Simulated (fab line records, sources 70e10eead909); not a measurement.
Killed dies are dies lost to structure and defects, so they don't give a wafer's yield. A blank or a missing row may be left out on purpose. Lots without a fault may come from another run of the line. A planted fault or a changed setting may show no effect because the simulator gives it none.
fab line records | flow nand_harc | part 2 of 2: steps 5 to 6 of 6
record lots=24 wafers=72 last_day=33
route steps=1302 shown A_STAIRCASE@784
lots that met no fault: from a run of the same line without faults
start_h: hours from the record's first day to the start of the lot's first wafer shown | wait_h: hours since the lot's step before | " the same as in the row above | L1.1+2: a row that stands for several wafers | - no value, or no start given | * or withheld: withheld | < > ~ a bound
route shown NAME@n: a module of which the file shows steps, and the number in the route of the first | usual: mean/standard deviation of fault-free wafers | same: alike in all rows | chamber/n: place in a boat | sites: the reading at each site | _std_site: their standard deviation | _edge_site: outer sites' mean less inner sites' | radius_mm: how far each site lies from the wafer's centre | mask NAME#n: copy n | behind: the tool/chamber that last shaped the wafer | hold: why the lot was held/for how many hours/how that ended | device: the transistor (n, p or np) that didn't switch | end of line: the same wafers' tests at the end of the route | a step without rows: its recipe alone | killed: dies lost to structure and defects at the first sort, not the wafer's yield | map: a wafer's dies, x killed, . not, _ none there
set.NAME: the setting as run; set.NAME@STEP: as run at that earlier step | model.NAME: the simulator's own value behind a step, which no gauge read
steps of the route over a sample of lots; a table a step, a row a wafer
services: from which hour (start_h, from the record's first day; less than 0 if before it) a tool's chamber was out of use, for how many hours, and why
## steps
# step NHARC_A_STAIRCASE_DEP_301
# recipe target_thk_a=300 target_thk_nm=30 temp_c=400 pressure_torr=3.5 flow_sccm=200 rf_w=350 material=SiON
# usual heater_power_w=792/98 rf_fwd_power_W=348.5/1.1
# columns lot.wafer tool chamber start_h wait_h heater_power_w rf_fwd_power_W since_wet_clean_h
L075.3 pecvd-01 2 378.97 1.0 691 347.7 55
L075.5 " 1 " " 828 350.2 -
L075.4 " 2 " " 710 347.3 -
L074.3 pecvd-01 0 397.59 1.0 759 347.7 73
L074.6 " 2 " " 657 347.2 -
L074.4 " 0 " " 763 348.7 -
L077.1 pecvd-03 0 406.20 1.6 700 345.7 27
L077.6 " 1 " " 794 349.6 -
L077.4 " 2 " " 751 349.3 -
L076.2 pecvd-04 2 412.30 1.2 820 348.1 130
L076.1 " 1 " " 700 347.9 130
L076.4 " 0 " " 1033 349.5 -
L079.1 pecvd-03 0 420.70 1.6 783 348.6 41
L079.2 " 2 " " 712 348.5 41
L079.6 " 0 " " 771 348.0 -
L078.1 pecvd-03 0 422.47 1.6 826 347.3 43
L078.5 " 1 " " 720 347.7 -
L078.6 " 2 " " 695 350.8 -
L080.1 pecvd-04 2 440.04 1.6 863 347.1 158
L080.5 " 2 " " 865 347.5 -
L080.4 " 0 " " 918 348.0 -
L082.1 pecvd-01 0 459.77 1.6 805 348.8 136
L082.2 " 2 " " 680 349.4 136
L082.4 " 0 " " 830 347.3 -
L081.2 pecvd-01 2 465.18 1.2 706 348.4 141
L081.3 " 0 " " 829 346.8 141
L081.6 " 1 " " 874 348.2 -
L083.3 pecvd-01 0 482.79 1.0 775 347.1 159
L083.5 " 1 " " 877 349.8 -
L083.6 " 2 " " 689 347.2 -
L084.4 pecvd-04 2 498.59 0.7 844 350.3 -
L084.5 " 0 " " 923 346.9 -
L084.6 " 1 " " 809 347.8 -
L085.3 pecvd-03 0 504.57 1.0 853 350.4 125
L085.1 " 1 " " 790 350.2 125
L085.5 " 1 " " 763 348.6 -
L087.2 pecvd-01 1 506.36 1.2 880 349.2 1
L087.1 " 0 " " 859 348.7 1
L087.5 " 1 " " 877 349.5 -
L086.3 pecvd-03 2 509.11 1.0 669 349.8 130
L086.5 " 0 " " 824 348.8 -
L086.6 " 2 " " 680 349.2 -
L089.1 pecvd-01 2 522.47 1.5 578 348.2 17
L089.3 " 0 " " 814 349.1 17
L089.6 " 0 " " 838 348.6 -
L088.3 pecvd-03 0 527.47 1.0 810 349.8 148
L088.6 " 2 " " 709 349.3 -
L088.4 " 0 " " 795 350.6 -
L090.3 pecvd-04 1 558.57 0.9 724 349.1 95
L090.5 " 2 " " 779 350.0 -
L090.4 " 0 " " 986 349.8 -
L091.3 pecvd-03 2 560.41 0.9 749 347.5 0
L091.6 " 2 " " 615 350.3 -
L091.5 " 0 " " 851 348.8 -
L092.3 pecvd-01 2 562.02 1.0 598 348.1 57
L092.1 " 0 " " 758 350.6 57
L092.6 " 1 " " 868 347.8 -
L093.1 pecvd-04 2 576.78 1.6 871 347.2 113
L093.2 " 0 " " 1025 348.2 113
L093.6 " 2 " " 885 347.9 -
L095.2 pecvd-04 1 590.25 1.3 750 347.5 127
L095.3 " 2 " " 851 349.0 127
L095.4 " 1 " " 744 347.5 -
L094.3 pecvd-03 0 593.62 0.9 834 347.8 33
L094.2 " 2 " " 614 348.9 33
L094.6 " 0 " " 843 349.8 -
L096.1 pecvd-01 2 602.45 1.6 639 349.0 97
L096.3 " 0 " " 754 347.8 97
L096.2 " 1 " " 907 348.6 97
L097.1 pecvd-04 1 618.24 1.6 776 348.6 155
L097.6 " 2 " " 832 347.2 -
L097.5 " 0 " " 939 347.5 -
# step NHARC_A_STAIRCASE_STRIP_316
# recipe o2_flow_sccm=500 ar_flow_sccm=0 bias_w=0 chemistry=O2
# usual drypump_motor_current_A=5.6/0.48 oes_product_au=1.000/0.0075 rf_vpp_V=57.6/0.83 showerhead_plenum_p_Torr=3.48/0.14 throttle_valve_pct=17.037/0.0083
# same bias_w=0
# columns lot.wafer tool chamber start_h wait_h drypump_motor_current_A oes_product_au rf_hours_counter_h rf_vpp_V showerhead_plenum_p_Torr throttle_valve_pct
L075.3 rie_diel-05 1 - - 4.8 1.007 50 57.8 3.62 17.033
L075.4 " 3 " " 4.9 0.994 43 57.5 3.39 17.038
L075.5 " 1 " " 4.8 1.019 - 58.9 3.62 17.028
L074.4 rie_diel-05 1 - - 4.8 1.011 58 59.5 3.61 17.025
L074.3 " 3 " " 4.9 0.994 49 58.0 3.39 17.042
L074.6 " 1 " " 4.8 1.008 - 58.6 3.61 17.038
L077.4 rie_diel-02 0 - - 5.1 0.999 0 56.1 3.41 17.018
L077.1 " 2 " " 5.8 1.000 1 58.0 3.57 17.043
L077.6 " 0 " " 5.1 1.004 - 56.9 3.41 17.031
L076.2 rie_diel-02 0 - - 5.1 1.009 4 58.1 3.41 17.020
L076.1 " 1 " " 5.7 1.000 5 58.1 3.81 17.042
L076.4 " 2 " " 5.7 1.010 4 59.2 3.56 17.032
L079.2 rie_diel-04 0 - - 5.6 0.997 23 57.1 3.39 17.033
L079.1 " 2 " " 5.2 0.999 20 58.1 3.35 17.047
L079.6 " 3 " " 6.2 0.990 - 57.7 3.57 17.050
L078.1 rie_diel-04 3 - - 6.2 0.988 20 57.5 3.57 17.036
L078.6 " 2 " " 5.1 0.993 - 57.1 3.35 17.041
L078.5 " 3 " " 6.2 0.992 - 57.6 3.57 17.042
L080.1 rie_diel-02 1 - - 5.7 0.987 13 58.8 3.80 17.028
L080.5 " 0 " " 5.1 0.996 - 58.0 3.41 17.019
L080.4 " 1 " " 5.7 0.989 - 58.4 3.80 17.038
L082.2 rie_diel-05 2 - - 6.3 0.989 13 57.1 3.46 17.030
L082.1 " 3 " " 4.9 1.002 15 59.0 3.38 17.054
L082.4 " 1 " " 4.8 0.998 15 58.3 3.60 17.031
L081.2 rie_diel-02 2 - - 5.7 1.005 23 58.7 3.55 17.037
L081.3 " 0 " " 5.1 0.999 - 56.8 3.40 17.032
L081.6 " 0 " " 5.1 1.007 - 58.2 3.40 17.038
L083.3 rie_diel-04 2 - - 5.1 1.001 37 57.5 3.34 17.035
L083.5 " 2 " " 5.1 1.000 - 58.2 3.34 17.039
L083.6 " 3 " " 6.1 0.986 - 58.1 3.56 17.034
L084.4 rie_diel-04 3 - - 6.2 0.989 42 57.4 3.56 17.046
L084.6 " 3 " " 6.2 0.991 - 56.8 3.56 17.041
L084.5 " 0 " " 5.6 0.997 - 56.4 3.38 17.043
L085.1 rie_diel-02 1 - - 5.7 0.998 35 56.9 3.79 17.035
L085.3 " 0 " " 5.1 0.994 38 56.2 3.39 17.035
L085.5 " 2 " " 5.7 0.995 - 58.7 3.55 17.052
L087.1 rie_diel-05 1 - - 4.8 0.992 30 57.8 3.59 17.034
L087.2 " 2 " " 6.3 0.986 29 57.0 3.45 17.044
L087.5 " 0 " " 6.1 0.995 - 57.8 3.51 17.048
L086.3 rie_diel-05 0 - - 6.1 1.000 30 57.2 3.51 17.030
L086.5 " 3 " " 4.9 1.002 - 58.1 3.37 17.030
L086.6 " 0 " " 6.1 0.995 - 58.2 3.51 17.035
L089.3 rie_diel-04 2 - - 5.1 1.000 48 57.2 3.33 17.034
L089.1 " 1 " " 5.8 1.002 51 57.8 3.44 17.023
L089.6 " 2 " " 5.1 0.993 - 57.0 3.33 17.029
L088.4 rie_diel-02 1 - - 5.7 0.995 44 57.2 3.78 17.041
L088.3 " 2 " " 5.7 1.006 43 56.1 3.54 17.027
L088.6 " 2 " " 5.7 1.013 - 59.1 3.54 17.041
L090.3 rie_diel-04 1 - - 5.8 0.992 7 56.2 3.43 17.039
L090.5 " 1 " " 5.9 0.990 - 57.3 3.44 17.055
L090.4 " 3 " " 6.1 0.982 - 57.1 3.55 17.033
L091.3 rie_diel-02 1 - - 5.7 1.004 59 56.1 3.77 17.050
L091.5 " 0 " " 5.1 1.012 - 57.9 3.38 17.050
L091.6 " 1 " " 5.7 0.993 - 59.0 3.77 17.023
L092.1 rie_diel-04 2 - - 5.1 1.007 10 57.3 3.32 17.035
L092.3 " 3 " " 6.2 0.999 9 56.4 3.54 17.043
L092.6 " 0 " " 5.6 1.008 - 57.9 3.37 17.034
L093.1 rie_diel-05 1 - - 4.8 1.003 55 56.4 3.58 17.038
L093.2 " 2 " " 6.2 1.000 53 58.4 3.44 17.038
L093.6 " 3 " " 4.9 0.999 - 58.1 3.36 17.037
L095.3 rie_diel-04 3 - - 6.2 0.995 18 58.8 3.54 17.030
L095.2 " 1 " " 5.9 0.980 20 55.8 3.43 17.041
L095.4 " 2 " " 5.2 0.997 17 58.6 3.32 17.037
L094.3 rie_diel-02 3 - - 5.6 1.000 5 56.8 3.29 17.032
L094.2 " 2 " " 5.7 0.996 5 58.9 3.53 17.049
L094.6 " 0 " " 5.1 1.002 - 58.1 3.38 17.040
L096.1 rie_diel-05 0 - - 6.1 0.996 5 58.1 3.49 17.037
L096.2 " 1 " " 4.8 0.998 5 59.1 3.58 17.044
L096.3 " 2 " " 6.3 0.999 6 57.3 3.44 17.043
L097.1 rie_diel-02 0 - - 5.1 1.005 11 58.7 3.37 17.048
L097.6 " 3 " " 5.6 1.004 - 56.8 3.28 17.034
L097.5 " 1 " " 5.7 1.009 - 58.8 3.76 17.034
## services
# columns tool chamber start_h hours kind
pecvd-04 1 351.39 2.8 repair
pecvd-03 - 366.40 13.0 pm
acl_dep-01 - 369.02 13.0 pm
pecvd-01 0 379.19 1.7 repair
pecvd-03 - 386.68 2.7 repair
rie_diel-02 3 394.60 6.4 repair
rie_diel-05 - 406.75 9.0 pm
pecvd-03 2 412.67 6.5 repair
acl_dep-02 - 425.84 13.0 pm
pecvd-03 - 431.22 1.8 repair
acl_dep-03 - 480.11 13.0 pm
rie_diel-02 2 485.22 11.9 repair
pecvd-01 - 492.15 13.0 pm
rie_diel-04 - 518.10 0.4 repair
rie_diel-04 - 532.73 9.0 pm
pecvd-03 - 547.40 13.0 pm
acl_dep-01 - 550.02 13.0 pm
rie_diel-04 0 556.36 9.9 repair
rie_diel-02 - 571.95 9.0 pm
rie_diel-04 2 578.68 6.6 repair
rie_diel-05 - 583.79 9.0 pm
acl_dep-02 - 607.06 13.0 pm
rie_diel-05 0 610.12 17.1 repair
rie_diel-02 2 614.89 11.9 repair
